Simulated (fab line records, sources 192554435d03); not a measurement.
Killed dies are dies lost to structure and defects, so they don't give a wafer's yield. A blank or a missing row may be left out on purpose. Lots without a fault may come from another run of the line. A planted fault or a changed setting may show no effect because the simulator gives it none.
fab line records | flow n5_finfet
record lots=6 wafers=18 last_day=17
route steps=1938 shown BEOL_M12@1604 PASSIVATION@1936
lots that met no fault: from a run of the same line without faults
start_h: hours from the record's first day to the start of the lot's first wafer shown | wait_h: hours since the lot's step before | " the same as in the row above | L1.1+2: a row that stands for several wafers | - no value, or no start given | * or withheld: withheld | < > ~ a bound
route shown NAME@n: a module of which the file shows steps, and the number in the route of the first | usual: mean/standard deviation of fault-free wafers | same: alike in all rows | chamber/n: place in a boat | sites: the reading at each site | _std_site: their standard deviation | _edge_site: outer sites' mean less inner sites' | radius_mm: how far each site lies from the wafer's centre | mask NAME#n: copy n | behind: the tool/chamber that last shaped the wafer | hold: why the lot was held/for how many hours/how that ended | device: the transistor (n, p or np) that didn't switch | end of line: the same wafers' tests at the end of the route | a step without rows: its recipe alone | killed: dies lost to structure and defects at the first sort, not the wafer's yield | map: a wafer's dies, x killed, . not, _ none there
set.NAME: the setting as run; set.NAME@STEP: as run at that earlier step | model.NAME: the simulator's own value behind a step, which no gauge read
lots at some steps of the route; a table a step, a row a wafer
services: from which hour (start_h, from the record's first day; less than 0 if before it) a tool's chamber was out of use, for how many hours, and why
## steps
# step N5_BEOL_M12_COAT_58
# recipe resist=BARC temp_c=205 time_s=60 spin_rpm=1500 resist_thk_nm=89
# step N5_BEOL_M12_COAT_04
# recipe spin_rpm=1625 resist_thk_nm=400
# step N5_BEOL_M12_EBR_06
# recipe solvent=PGMEA ebr_width_mm=1.5
# step N5_BEOL_M12_SOFTBAKE_05
# recipe temp_c=130 time_s=60
# step N5_BEOL_M12_EXPOSE_07
# recipe mask_id=V11 na=0.93 source_shape=conventional sigma_outer=0.6 polarization=unpolarized attpsm_phase_deg=180 dose_mj=32.5
# step N5_BEOL_M12_PEB_08
# recipe peb_temp_c=130 peb_time_s=90
# step N5_BEOL_M12_DEVELOP_09
# recipe develop_time_s=45 rinse_liquid=diw dry=air_spin dev_temp_c=21
# step N5_BEOL_M12_HARDBAKE_14
# recipe temp_c=130 time_s=120
# step N5_BEOL_M12_CD_MEAS_10
# recipe target_cd_nm=140 landing_energy_ev=500 detector=se_inlens polarity=opening
# usual cd_nm=140.8/1.9
# columns lot.wafer tool chamber start_h wait_h cd_nm
L878.2 cd_sem-03 0 229.87 - 143.0
L878.3 " 0 " " 141.2
L878.5 " 0 " " 140.5
L880.1 cd_sem-01 0 239.72 - 137.9
L880.5 " 0 " " 139.5
L880.6 " 0 " " 138.3
L890.3 cd_sem-01 0 300.38 - 141.7
L890.5 " 0 " " 141.0
L890.6 " 0 " " 141.4
L889.1 cd_sem-03 0 301.32 - 139.5
L889.2 " 0 " " 140.1
L889.6 " 0 " " 139.1
L894.2 cd_sem-03 0 327.79 - 136.4
L894.3 " 0 " " 138.1
L894.6 " 0 " " 142.9
L899.2 cd_sem-01 0 367.69 - 142.1
L899.3 " 0 " " 138.0
L899.5 " 0 " " 140.1
# step N5_BEOL_M12_OVL_MEAS_11
# recipe points_per_wafer=44
# usual V11_OVL=-1/5
# columns lot.wafer tool chamber start_h wait_h V11_OVL[nm]
L878.2 overlay-01 0 229.90 0.0 -9
L878.3 " 0 " " -10
L878.5 " 0 " " -6
L880.1 overlay-02 0 239.75 0.0 -4
L880.5 " 0 " " 1
L880.6 " 0 " " -2
L890.3 overlay-01 0 300.41 0.0 9
L890.5 " 0 " " -6
L890.6 " 0 " " 0
L889.1 overlay-02 0 301.35 0.0 -4
L889.2 " 0 " " -6
L889.6 " 0 " " -3
L894.2 overlay-02 0 327.82 0.0 -1
L894.3 " 0 " " -12
L894.6 " 0 " " -6
L899.2 overlay-02 0 367.72 0.0 -3
L899.3 " 0 " " -3
L899.5 " 0 " " -4
# step N5_BEOL_M12_INSPECT_12
# recipe mode=adi inspect_instrument=macro
# usual raw_defect_count=2.1/1.3
# columns lot.wafer tool chamber start_h wait_h raw_defect_count
L878.2 defect_inspect-01 - 229.92 0.0 1
L878.3 " - " " 3
L878.5 " - " " 0
L880.1 defect_inspect-02 - 239.78 0.0 2
L880.5 " - " " 4
L880.6 " - " " 5
L890.3 defect_inspect-02 - 300.44 0.0 3
L890.5 " - " " 0
L890.6 " - " " 2
L889.1 defect_inspect-01 - 301.37 0.0 3
L889.2 " - " " 2
L889.6 " - " " 1
L894.2 defect_inspect-02 - 327.84 0.0 1
L894.3 " - " " 2
L894.6 " - " " 3
L899.2 defect_inspect-02 - 367.74 0.0 2
L899.3 " - " " 0
L899.5 " - " " 2
# step N5_BEOL_M12_DESCUM_15
# recipe chemistry=O2 time_s=7.9 source_power_w=50 bias_power_w=20 pressure_mtorr=20 rf_frequency_hz=2.712e+07 temp_c=40 o2_flow_sccm=225
# usual drypump_motor_current_A=5.5/0.51 oes_product_au=0.78/0.081 rf_vpp_V=243.3/1.5 showerhead_plenum_p_Torr=2.10/0.088 throttle_valve_pct=20.47/0.23
# same time_s=7.9
# columns lot.wafer tool chamber start_h wait_h drypump_motor_current_A oes_product_au rf_hours_counter_h rf_vpp_V showerhead_plenum_p_Torr throttle_valve_pct
L878.2 rie_diel-06 2 229.96 0.0 5.3 0.72 201 242.8 2.07 20.61
L878.3 " 0 " " 4.8 0.75 175 241.8 1.99 20.38
L878.5 " 2 " " 5.3 0.73 - 241.2 2.07 20.61
L880.1 rie_diel-04 1 239.81 0.0 5.8 0.74 200 242.5 1.98 20.26
L880.5 " 3 " " 5.1 0.74 - 244.7 2.08 20.57
L880.6 " 0 " " 5.7 0.67 - 242.0 2.14 20.38
L890.3 rie_diel-06 3 300.69 0.3 4.8 0.88 45 247.0 2.22 20.46
L890.5 " 2 " " 5.3 0.70 - 243.4 2.06 20.66
L890.6 " 1 " " 5.6 0.69 - 242.0 2.06 20.85
L889.1 rie_diel-06 2 301.40 0.0 5.3 0.71 229 242.1 2.06 20.66
L889.2 " 0 " " 4.8 0.73 202 240.9 1.98 20.41
L889.6 " 2 " " 5.3 0.70 - 242.9 2.06 20.66
L894.2 rie_diel-04 0 327.87 0.0 5.7 0.95 6 244.2 2.13 20.08
L894.3 " 1 " " 5.8 0.71 232 242.2 1.97 20.33
L894.6 " 2 " " 6.3 0.79 - 241.8 2.03 20.75
L899.2 rie_diel-04 0 368.10 0.4 5.7 0.91 21 243.4 2.12 20.09
L899.3 " 2 " " 6.3 0.78 123 242.7 2.03 20.80
L899.5 " 1 " " 5.9 0.69 - 241.8 1.97 20.33
# step N5_BEOL_M12_ETCH_59
# recipe chemistry=N2/H2 target=BARC target_depth_a=890 overetch_a=267 time_s=67.9 ion_energy_ev=200 pressure_mtorr=30 source_w=840 bias_w=150 n2_flow_sccm=200 h2_flow_sccm=200
# usual bias_w=150.1/0.47 drypump_motor_current_A=5.5/0.51 oes_product_au=0.66/0.067 rf_vpp_V=524.2/2.9 showerhead_plenum_p_Torr=2.55/0.11 throttle_valve_pct=17.98/0.22
# same time_s=67.9
# columns lot.wafer tool chamber start_h wait_h bias_w drypump_motor_current_A oes_product_au rf_hours_counter_h rf_vpp_V showerhead_plenum_p_Torr throttle_valve_pct model.coat_of_BEOL_M12_COAT_04.thk_nm
L878.2 rie_diel-06 2 229.99 0.0 149.8 5.3 0.61 201 523.6 2.52 18.17 314
L878.3 " 0 " " 150.5 4.8 0.63 175 522.7 2.42 17.75 316
L878.5 " 2 " " 149.6 5.3 0.61 - 524.1 2.52 18.17 315
L880.1 rie_diel-04 1 239.85 0.0 150.4 5.8 0.62 200 520.8 2.43 17.90 319.8
L880.5 " 3 " " 150.4 5.1 0.64 - 524.8 2.53 17.97 316.8
L880.6 " 0 " " 150.3 5.8 0.58 - 525.3 2.62 18.11 321.4
L890.3 rie_diel-06 3 300.72 0.0 150.4 4.9 0.75 45 527.9 2.70 17.97 314.6
L890.5 " 2 " " 122.1 5.3 0.60 - 457.7 2.51 18.22 320.6
L890.6 " 1 " " 149.7 5.6 0.60 - 521.0 2.51 18.38 315.6
L889.1 rie_diel-06 2 301.44 0.0 121.4 5.3 0.59 229 458.2 2.51 18.21 321
L889.2 " 0 " " 150.3 4.8 0.62 202 519.7 2.41 17.78 317.6
L889.6 " 2 " " 122.3 5.3 0.60 - 460.7 2.51 18.22 320.6
L894.2 rie_diel-04 0 327.91 0.0 149.7 5.7 0.83 6 526.6 2.61 17.72 317.2
L894.3 " 1 " " 149.6 5.8 0.60 232 520.9 2.42 17.96 317.8
L894.6 " 2 " " 150.3 6.3 0.68 - 521.8 2.46 18.08 316.4
L899.2 rie_diel-04 0 368.14 0.0 149.9 5.7 0.79 21 526.4 2.60 17.76 319.8
L899.3 " 2 " " 151.1 6.3 0.67 123 521.2 2.45 18.10 316
L899.5 " 1 " " 149.7 5.8 0.60 - 519.8 2.41 17.99 319
# step N5_BEOL_M12_VIA_ETCH_16
# recipe chemistry=C4F8/O2/Ar target=SiOC pressure_mtorr=30 source_w=3000 bias_w=700 Ar_flow_sccm=400 C4F8_flow_sccm=15 O2_flow_sccm=8 he_inner_torr=15 he_outer_torr=30 target_depth_a=7248 time_s=withheld ion_energy_ev=250 ends=cleared
# usual bias_w=699.8/2 drypump_motor_current_A=5.5/0.51 he_inner_torr=15.000/0.029 he_outer_torr=30.00/0.058 oes_product_au=0.70/0.074 rf_vpp_V=666/3.8 showerhead_plenum_p_Torr=3.44/0.13 throttle_valve_pct=24.31/0.27
# columns lot.wafer tool chamber start_h wait_h bias_w drypump_motor_current_A he_inner_torr he_outer_torr oes_product_au rf_vpp_V showerhead_plenum_p_Torr throttle_valve_pct
L878.2 rie_diel-06 2 230.04 0.0 699.9 5.3 15.015 30.05 0.65 663 3.38 24.32
L878.3 " 0 " " 701.6 4.8 14.980 30.06 0.67 662 3.30 24.32
L878.5 " 2 " " 701.9 5.3 15.001 30.03 0.65 663 3.38 24.32
L880.1 rie_diel-04 1 239.90 0.0 699.2 5.9 14.979 29.92 0.66 660 3.23 23.89
L880.5 " 3 " " 698.6 5.1 14.987 30.01 0.67 665 3.43 24.46
L880.6 " 0 " " 700.5 5.8 15.005 30.07 0.60 669 3.52 24.26
L890.3 rie_diel-06 3 300.77 0.0 701.6 4.9 15.013 29.93 0.80 670 3.63 24.38
L890.5 " 2 " " 699.4 5.3 14.984 30.02 0.63 664 3.36 24.36
L890.6 " 1 " " 697.8 5.6 15.030 30.02 0.63 663 3.38 24.67
L889.1 rie_diel-06 2 301.49 0.0 701.3 5.3 15.060 30.03 0.63 664 3.36 24.36
L889.2 " 0 " " 699.6 4.8 14.969 29.95 0.65 662 3.29 24.35
L889.6 " 2 " " 699.1 5.3 14.979 30.02 0.63 666 3.36 24.35
L894.2 rie_diel-04 0 327.96 0.0 701.1 5.8 14.982 30.05 0.86 669 3.50 24.02
L894.3 " 1 " " 701.5 5.9 14.964 29.96 0.63 661 3.22 23.92
L894.6 " 2 " " 703.9 6.3 14.999 29.96 0.71 663 3.33 24.60
L899.2 rie_diel-04 0 368.19 0.0 699.0 5.8 14.996 30.02 0.82 667 3.49 24.04
L899.3 " 2 " " 698.5 6.3 14.971 30.08 0.71 663 3.33 24.63
L899.5 " 1 " " 700.8 5.8 15.002 29.96 0.63 661 3.21 23.95
# step N5_PASSIVATION_PROBE_49
# usual defect_limited_yield=91.3/1.5 killed_at_M0_to_M3=35/10 killed_at_M4_up=12/4.6 killed_at_contacts=13/6.6 killed_at_front_end=39/11 killed_at_other=4/3.4 killed_dies=103/17 killed_on_rim=14/4.1 killed_open=67/13 killed_short=35/8.2 sort_bin_5_function=5.1/0.94 sort_bin_6_memory=3.2/0.7 sort_n_pass=1077/17 sort_yield_pct=91.3/1.5
# same gross_dies=1180 killed_at_back_side=0 sort_bin_4_leakage[%]=0 sort_bin_8_speed[%]=0
# columns lot.wafer tool chamber start_h wait_h defect_limited_yield[%] killed_at_M0_to_M3 killed_at_M4_up killed_at_contacts killed_at_front_end killed_at_other killed_dies killed_on_rim killed_open killed_short sort_bin_5_function[%] sort_bin_6_memory[%] sort_n_pass sort_yield_pct[%]
L890.3 prober-01 - 337.60 0.1 92.5 34 11 2 39 3 89 13 59 29 4.7 2.5 1091 92.5
L890.5 prober-01 - 337.70 0.2 89.9 53 13 2 46 5 119 12 83 35 5.5 4.2 1061 89.9
L890.6 prober-01 - 337.75 0.3 89.8 57 8 11 43 1 120 12 77 40 5.4 4.3 1060 89.8
L889.1 prober-02 - 345.56 0.0 93.6 35 7 5 26 2 75 13 31 39 3.6 2.1 1105 93.6
L889.2 prober-02 - 345.61 0.1 94.1 28 9 5 26 2 70 8 39 30 3.5 2.2 1110 94.1
L889.6 prober-02 - 345.81 0.3 92.2 28 8 21 33 2 92 11 64 27 4.2 3.2 1088 92.2
L899.2 prober-02 - 406.16 0.1 93.3 40 10 2 25 2 79 8 48 31 3.6 3.1 1101 93.3
L899.3 prober-02 - 406.21 0.1 93.4 23 11 3 41 0 78 5 46 32 4.4 1.8 1102 93.4
L899.5 prober-02 - 406.31 0.2 92.0 38 11 5 40 0 94 13 61 33 4.9 2.7 1086 92.0
# killed by level:class
L890.3 STI_FIN_REVEAL:geometric_particle:open=18 BEOL_M3:geometric_particle:open=8 BEOL_M0_SAQP:geometric_particle:short=7 BEOL_M0_SAQP:geometric_particle:open=6 BEOL_M1:geometric_particle:open=6 FIN_SAQP:geometric_particle:short=5 STI_FIN_REVEAL:geometric_particle:short=4 BEOL_M4:geometric_particle:open=4
L890.5 FIN_SAQP:geometric_particle:open=16 BEOL_M0_SAQP:geometric_particle:open=13 BEOL_M0_SAQP:geometric_particle:short=11 BEOL_M3:geometric_particle:open=10 BEOL_M4:geometric_particle:open=7 STI_FIN_REVEAL:geometric_particle:open=6 BEOL_M0:geometric_particle:open=5 FIN_SAQP:geometric_particle:short=4
L890.6 BEOL_M1:geometric_particle:open=23 STI_FIN_REVEAL:geometric_particle:open=17 FIN_SAQP:geometric_particle:short=9 MOL_CONTACT_COAG:geometric_particle:open=8 BEOL_M2:geometric_particle:open=8 STI_FIN_REVEAL:geometric_particle:short=6 BEOL_M0_SAQP:geometric_particle:open=5 BEOL_M3:geometric_particle:short=4
L889.1 BEOL_M0_SAQP:geometric_particle:short=16 GATE_CUT:geometric_particle:short=11 BEOL_M3:geometric_particle:open=6 BEOL_M0_SAQP:geometric_particle:open=5 HKMG_FIN:area_etch=4 STI_FIN_REVEAL:geometric_particle:open=3 GATE_CUT:geometric_particle:open=3 MOL_CONTACT_COAG:geometric_particle:open=3
L889.2 BEOL_M0_SAQP:geometric_particle:short=14 FIN_SAQP:geometric_particle:open=5 BEOL_M0_SAQP:geometric_particle:open=5 BEOL_M3:geometric_particle:open=5 STI_FIN_REVEAL:geometric_particle:open=4 FIN_SAQP:geometric_particle:short=3 ILD0:geometric_particle:short=3 MOL_CONTACT_COAG:geometric_particle:open=3
L889.6 MOL_CONTACT_COAG:geometric_particle:open=18 FIN_SAQP:geometric_particle:open=7 BEOL_M0_SAQP:geometric_particle:open=7 BEOL_M1:geometric_particle:open=7 BEOL_M3:geometric_particle:open=6 BEOL_M0_SAQP:geometric_particle:short=5 FIN_SAQP:geometric_particle:short=4 STI_FIN_REVEAL:geometric_particle:open=4
L899.2 BEOL_M0_SAQP:geometric_particle:open=13 BEOL_M1:geometric_particle:open=10 FIN_SAQP:geometric_particle:short=6 BEOL_M0_SAQP:geometric_particle:short=6 BEOL_M3:geometric_particle:open=6 BEOL_M4:geometric_particle:open=6 GATE_CUT:geometric_particle:short=4 STARTING-WAFER:geometric_particle:short=4
L899.3 FIN_SAQP:geometric_particle:short=15 FIN_SAQP:geometric_particle:open=8 BEOL_M1:geometric_particle:open=6 BEOL_M2:geometric_particle:open=6 BEOL_M0_SAQP:geometric_particle:open=4 STI_FIN_REVEAL:geometric_particle:open=3 DUMMY_GATE:geometric_particle:open=3 SPACER0:geometric_particle:open=3
L899.5 FIN_SAQP:geometric_particle:open=12 BEOL_M0_SAQP:geometric_particle:open=11 BEOL_M0_SAQP:geometric_particle:short=8 BEOL_M3:geometric_particle:open=7 STARTING-WAFER:geometric_particle:short=6 FIN_SAQP:geometric_particle:short=5 MOL_CONTACT_COAG:geometric_particle:open=5 BEOL_M4:geometric_particle:open=4
## services
# columns tool chamber start_h hours kind
rie_diel-04 - 212.56 0.5 repair
rie_diel-06 - 216.71 2.8 pm
rie_diel-04 0 224.29 7.6 repair
rie_diel-04 - 228.63 2.8 pm
rie_diel-06 3 258.82 2.4 repair
rie_diel-04 0 292.44 - clean
rie_diel-04 0 292.44 - consumable_replace:focus_ring
rie_diel-04 0 292.44 17.5 scheduled_down
rie_diel-04 0 292.44 17.5 vent_cycle
rie_diel-04 3 323.85 12.5 repair
rie_diel-04 2 328.65 1.8 repair
rie_diel-06 1 330.77 13.6 repair
rie_diel-06 2 358.97 - clean
rie_diel-06 2 358.97 - consumable_replace:focus_ring
rie_diel-06 2 358.97 15.0 scheduled_down
rie_diel-06 2 358.97 15.0 vent_cycle
## key
first_sign step=N5_BEOL_M12_ETCH_59 reading=bias_w direction=down sigmas=60 usual=* struck=*
effect step=N5_BEOL_M12_ETCH_59 reading=rf_vpp_V direction=down sigmas=22 usual=524.2 struck=458.9
model_effect step=N5_BEOL_M12_ETCH_59 value=coat_of_BEOL_M12_COAT_04.thk_nm without=316.9 struck=320.7
met_at N5_BEOL_M12_ETCH_59
struck_wafers L889.1,L889.6,L890.5
onset_between 229.99 300.72
fault kind=process_parameter_drift tool=rie_diel-06 chamber=2 onset_h=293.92 steps=N5_BEOL_M12_ETCH_59 channel=bias_w offset=* shape=step end_h=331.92 acts_in=* stated=*
